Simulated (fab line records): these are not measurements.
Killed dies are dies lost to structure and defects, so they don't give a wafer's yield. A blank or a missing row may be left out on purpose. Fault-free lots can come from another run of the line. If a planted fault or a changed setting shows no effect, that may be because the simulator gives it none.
Shared-tool check ; flow nand harc ; Sample size 9 lots and 27 wafers

THE REASON FOR OPENING IT
On 3 of the 9 lots, a flag is raised at NHARC_A_CHANNEL_HOLE_D2_CD_MEAS_31 on the reading cd nm. Wafers without a fault read 90.6 nm, standard deviation 1.4.
Rule: a lot gets a flag if all its wafers with a number sit over 4 standard deviations from that mean, or if no wafer of it has a number. The rest of the lots are taken to be sound.

lot;measured;on;cd nm (nm), wafer by wafer;flag
L692;day 13 11:58;cd sem-02;90.7 92.5 89.9;
L695;day 15 03:17;cd sem-03;92.5 89.2 91.4;
L699;day 16 15:52;cd sem-03;-0.4 1.4 1.5;FLAGGED
L702;day 17 05:51;cd sem-01;0.9 2.0 1.9;FLAGGED
L701;day 17 10:01;cd sem-01;1.5 0.8 1.9;FLAGGED
L710;day 21 02:14;cd sem-01;90.5 90.4 90.2;
L711;day 21 02:50;cd sem-01;88.8 88.3 92.0;
L714;day 22 12:44;cd sem-01;91.5 92.3 91.8;
L715;day 22 20:33;cd sem-03;90.7 92.2 91.4;
Average over the flagged lots: 1.3 nm; offset from the usual -89.3 nm, equal to -64 standard deviations.

EACH LOT AND THE TOOL IT RAN ON
Before the reading, the record contains 4 process steps out of a 1302-step route. Read each cell as the tool, then ch plus the chambers that the sampled wafers visited, then the start.
lot;flag;NHARC_A_CHANNEL_HOLE_D2_ETCH_39;NHARC_A_CHANNEL_HOLE_D2_ETCH_23;NHARC_A_CHANNEL_HOLE_D2_ETCH_24;NHARC_A_CHANNEL_HOLE_D2_ETCH_27
L692;;rie diel-04 ch 0,2,3, day 13 07:53 or earlier;har etch-01 ch 0,1, day 13 07:53;har etch-01 ch 0,1, day 13 08:35;har etch-01 ch 0,1, day 13 10:25
L695;;rie diel-04 ch 0,2, day 14 23:11 or earlier;har etch-01 ch 0,1, day 14 23:11;har etch-01 ch 0,1, day 14 23:53;har etch-01 ch 0,1, day 15 01:44
L699;FLAGGED;rie diel-04 ch 0,3, day 16 11:52 or earlier;har etch-01 ch 0,1, day 16 11:52;har etch-01 ch 0,1, day 16 12:35;har etch-01 ch 0,1, day 16 14:21
L702;FLAGGED;rie diel-04 ch 0,2,3, day 17 01:59 or earlier;har etch-01 ch 0,1, day 17 01:59;har etch-01 ch 0,1, day 17 02:42;har etch-01 ch 0,1, day 17 04:22
L701;FLAGGED;rie diel-02 ch 1,3, day 17 06:03 or earlier;har etch-01 ch 0,1, day 17 06:03;har etch-01 ch 0,1, day 17 06:45;har etch-01 ch 0,1, day 17 08:30
L710;;rie diel-04 ch 0,1,3, day 20 22:22 or earlier;har etch-02 ch 0,1, day 20 22:22;har etch-02 ch 0,1, day 20 23:05;har etch-02 ch 0,1, day 21 00:46
L711;;rie diel-02 ch 1,2, day 20 22:52 or earlier;har etch-01 ch 0,1, day 20 22:52;har etch-01 ch 0,1, day 20 23:34;har etch-01 ch 0,1, day 21 01:19
L714;;rie diel-04 ch 0,2, day 22 08:46 or earlier;har etch-01 ch 1, day 22 08:46;har etch-01 ch 1, day 22 09:29;har etch-01 ch 1, day 22 11:14
L715;;rie diel-01 ch 0,1,2, day 22 16:28 or earlier;har etch-01 ch 0,1, day 22 16:28;har etch-01 ch 0,1, day 22 17:10;har etch-01 ch 0,1, day 22 19:01
What these steps do:
- NHARC_A_CHANNEL_HOLE_D2_ETCH_39: etches the open film in N2/H2, target depth 260 nm, time 325 s.
- NHARC_A_CHANNEL_HOLE_D2_ETCH_23: etches the open film in C4F8/O2/Ar, time 819 s, target depth 1600 nm.
- NHARC_A_CHANNEL_HOLE_D2_ETCH_24: etches the open film in C4F8/O2/Ar, time 906.2 s, target depth 1500 nm.
- NHARC_A_CHANNEL_HOLE_D2_ETCH_27: etches the open film in C4F8/O2/Ar, time 90 s, target depth 400 nm.
- NHARC_A_CHANNEL_HOLE_D2_CD_MEAS_31

FLAGGED OVER TOTAL, TOOL BY TOOL (the gauges that took the reading come last)
step;tool;lots run;flagged;share of the flagged lots;sound lots run after its first flagged lot
NHARC_A_CHANNEL_HOLE_D2_ETCH_39;rie diel-01;1;0;none;-
NHARC_A_CHANNEL_HOLE_D2_ETCH_39;rie diel-02;2;1;some;1 (L711)
NHARC_A_CHANNEL_HOLE_D2_ETCH_39;rie diel-04;6;2;some;2 (L710,L714)
NHARC_A_CHANNEL_HOLE_D2_ETCH_23;har etch-01;8;3;all;3 (L711,L714,L715)
NHARC_A_CHANNEL_HOLE_D2_ETCH_23;har etch-02;1;0;none;-
NHARC_A_CHANNEL_HOLE_D2_ETCH_24;har etch-01;8;3;all;3 (L711,L714,L715)
NHARC_A_CHANNEL_HOLE_D2_ETCH_24;har etch-02;1;0;none;-
NHARC_A_CHANNEL_HOLE_D2_ETCH_27;har etch-01;8;3;all;3 (L711,L714,L715)
NHARC_A_CHANNEL_HOLE_D2_ETCH_27;har etch-02;1;0;none;-
NHARC_A_CHANNEL_HOLE_D2_CD_MEAS_31;cd sem-01;5;2;some;3 (L710,L711,L714)
NHARC_A_CHANNEL_HOLE_D2_CD_MEAS_31;cd sem-02;1;0;none;-
NHARC_A_CHANNEL_HOLE_D2_CD_MEAS_31;cd sem-03;3;1;some;1 (L715)
With no start given for some of its lots, NHARC_A_CHANNEL_HOLE_D2_ETCH_39 uses the hours and lot order of NHARC_A_CHANNEL_HOLE_D2_ETCH_23.

WHAT THE TABLE ALLOWS
In the table, 3 rows ran each flagged lot (har etch-01 at NHARC_A_CHANNEL_HOLE_D2_ETCH_23; har etch-01 at NHARC_A_CHANNEL_HOLE_D2_ETCH_24; har etch-01 at NHARC_A_CHANNEL_HOLE_D2_ETCH_27).
- har etch-01 at NHARC_A_CHANNEL_HOLE_D2_ETCH_23: 3 of its 8 lots flagged. Sound lots ran on it after the first flagged one (L711, L714, L715), which a lasting fault on the whole tool wouldn't allow. On the flagged lots its readings are blank where sound lots have values: c4f8 flow sccm, chamber pressure mTorr, drypump motor current A, showerhead plenum p Torr and 1 more.
- har etch-01 at NHARC_A_CHANNEL_HOLE_D2_ETCH_24: 3 of its 8 lots flagged. Sound lots ran on it after the first flagged one (L711, L714, L715), which a lasting fault on the whole tool wouldn't allow.
- har etch-01 at NHARC_A_CHANNEL_HOLE_D2_ETCH_27: 3 of its 8 lots flagged. Sound lots ran on it after the first flagged one (L711, L714, L715), which a lasting fault on the whole tool wouldn't allow.
No row of the table ran every flagged lot and no sound lot after the first.

WHAT THE SIMULATOR HAD INSERTED
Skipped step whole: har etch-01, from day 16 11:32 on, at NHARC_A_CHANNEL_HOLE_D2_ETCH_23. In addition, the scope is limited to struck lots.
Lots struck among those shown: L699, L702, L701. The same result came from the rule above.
